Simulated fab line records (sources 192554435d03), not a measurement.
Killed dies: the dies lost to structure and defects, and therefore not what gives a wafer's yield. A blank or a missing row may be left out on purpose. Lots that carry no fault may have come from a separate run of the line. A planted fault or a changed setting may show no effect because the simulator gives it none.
Lot-split experiment + flow n5_finfet + route with 1938 steps; 7 lots, 21 wafers read

## THE SPLIT
At N5_BEOL_M15_ETCH_61 (etches BARC in N2/H2, target depth 89 nm, overetch 26.7 nm, time 67.9 s), the setting time_s was moved away from the recipe's 67.9 s on 5 of the 21 wafers read, by -17.0% to +18.0%. All remaining wafers had this setting at the recipe value.

Reading taken at the split's own step.

## THE READING
coat_of_BEOL_M15_COAT_22.thk_nm (the simulator's own value, which no gauge read), in nm, at N5_BEOL_M15_ETCH_61 (etches BARC in N2/H2, target depth 89 nm, overetch 26.7 nm, time 67.9 s). The file gives no usual value for it. Average 719.5 nm, standard deviation 2.6 nm, over the 16 wafers here run with the recipe.

| wafer  | tool, chamber at the split | time_s as run, s | against the recipe | coat_of_BEOL_M15_COAT_22.thk_nm, nm | against lot-mates on the recipe |
|--------|----------------------------|------------------|--------------------|-------------------------------------|---------------------------------|
| L076.1 | rie_diel-02, 2             | 67.9             | recipe             | 717.6                               | -                               |
| L076.5 | rie_diel-02, 0             | 67.9             | recipe             | 718.2                               | -                               |
| L076.6 | rie_diel-02, 1             | 67.9             | recipe             | 718                                 | -                               |
| L080.1 | rie_diel-02, 0             | 80.09            | +18.0%             | 706.8                               | -10.2                           |
| L080.2 | rie_diel-02, 1             | 80.09            | +18.0%             | 703.2                               | -13.8                           |
| L080.6 | rie_diel-02, 3             | 67.9             | recipe             | 717                                 | -                               |
| L086.3 | rie_diel-04, 0             | 56.37            | -17.0%             | 730.8                               | +12.1                           |
| L086.4 | rie_diel-04, 3             | 67.9             | recipe             | 719                                 | -                               |
| L086.5 | rie_diel-04, 0             | 67.9             | recipe             | 718.4                               | -                               |
| L091.1 | rie_diel-04, 2             | 67.9             | recipe             | 724.6                               | -                               |
| L091.3 | rie_diel-04, 1             | 67.9             | recipe             | 722.8                               | -                               |
| L091.5 | rie_diel-04, 0             | 67.9             | recipe             | 724.4                               | -                               |
| L093.1 | rie_diel-02, 1             | 67.9             | recipe             | 719.4                               | -                               |
| L093.4 | rie_diel-02, 0             | 67.9             | recipe             | 721.8                               | -                               |
| L093.5 | rie_diel-02, 0             | 67.9             | recipe             | 720.6                               | -                               |
| L097.2 | rie_diel-04, 1             | 67.9             | recipe             | 715                                 | -                               |
| L097.5 | rie_diel-04, 1             | 67.9             | recipe             | 718                                 | -                               |
| L097.6 | rie_diel-04, 2             | 67.9             | recipe             | 719.8                               | -                               |
| L096.1 | rie_diel-01, 2             | 59.67            | -12.1%             | 722.4                               | +4.8                            |
| L096.5 | rie_diel-01, 2             | 59.67            | -12.1%             | 726                                 | +8.4                            |
| L096.6 | rie_diel-01, 1             | 67.9             | recipe             | 717.6                               | -                               |

FIT RESULTS
A straight line over all 21 wafers: coat_of_BEOL_M15_COAT_22.thk_nm changes by -0.676 nm for each +1% of time_s; r = -0.89; the points scatter about the line by 2.8 nm.
The same after taking each lot's own level away (the mean of its wafers on the recipe; 21 wafers): -0.65 nm for each +1%; r = -0.97; scatter 1.3 nm.
That fit puts the effect of the largest move of time_s on the reading at 12 nm.
The span of the lots' own levels, 717.00 to 723.93 nm, comes to 2.7 times the standard deviation stated above.
Hence the lot-to-lot level has little effect on the slope; both slopes agree.
Check: with one of the wafers moved furthest among these (+18.0%) left out of the fit, the line predicts -12.5 nm for it against its lot-mates. Against them it came out at -10.2 nm.

## ADDITIONAL SPLITS CARRIED BY THESE WAFERS
These wafers also went through other splits before the reading. Each is held against what the fit with the lots' levels taken away leaves over:
| other split on the same wafers | wafers away from the commonest value | r with coat_of_BEOL_M15_COAT_22.thk_nm (lot level and that fit taken away) |
|--------------------------------|--------------------------------------|----------------------------------------------------------------------------|
| N5_BEOL_M12_ETCH_38 time_s     | 5                                    | +0.09                                                                      |
| N5_BEOL_M14_COAT_04 spin_rpm   | 6                                    | -0.11                                                                      |
| N5_BEOL_M14_SPUTTER_43 power_w | 9                                    | +0.20                                                                      |
| N5_BEOL_M15_ILD_DEP_00 time_s  | 7                                    | -0.36                                                                      |

## THE FILE'S OWN FIT
coat_of_BEOL_M15_COAT_22.thk_nm changes by -0.661 nm for each +1% of time_s, r = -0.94.
